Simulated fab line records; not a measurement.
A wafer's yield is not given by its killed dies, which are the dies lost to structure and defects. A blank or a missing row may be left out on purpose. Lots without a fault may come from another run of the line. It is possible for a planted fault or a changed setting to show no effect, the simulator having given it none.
Chamber matching    flow nandHarc    NHARC_A_STAIRCASE_DEP_151 on pecvd-04 has 3 sister chambers
The step deposits SiO2, target thk 3800 nm. 3 wafers are shown with their chamber, then 9 later ones without.

== WAFERS WITH THEIR CHAMBER ==
wafer   chamber  heaterPowerW (W)
L087.4  0        566
L087.5  2        523
L087.6  1        629

== WAFERS MISSING THEIR CHAMBER ==
wafer   heaterPowerW (W)
L089.1  629
L089.3  515
L089.4  514
L094.4  537
L094.5  537
L094.6  602
L095.1  640
L095.5  536
L095.6  528

== THE CHAMBER EACH PASSED THROUGH ==
wafer    from the rows above       in truth
L089.1   1                         1
L089.3   2                         2
L089.4   2                         2
L094.4   can't be placed: 2 or 0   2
L094.5   can't be placed: 2 or 0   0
L094.6   can't be placed: 1 or 0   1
L095.1   1                         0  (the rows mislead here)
L095.5   can't be placed: 2 or 0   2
L095.6   2                         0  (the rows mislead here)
Correctly placed: 3 of 9. Cannot be placed on the basis of these rows: 4; the candidates contain the true chamber in 4. Number placed wrongly: 2.
How it was worked out, from the rows above alone: a wafer's distance from a chamber is the root of the sum, over the readings, of the square of ((its reading less the chamber's mean) divided by the reading's scatter). If the next closest chamber is less than 2 further off than the closest, the wafer can't be placed; otherwise it belongs to the closest. A chamber's mean is the mean of its shown wafers. The scatter (one wafer shown for each chamber): square how far every hidden wafer sits from the nearest shown wafer, average those squares and take the square root.
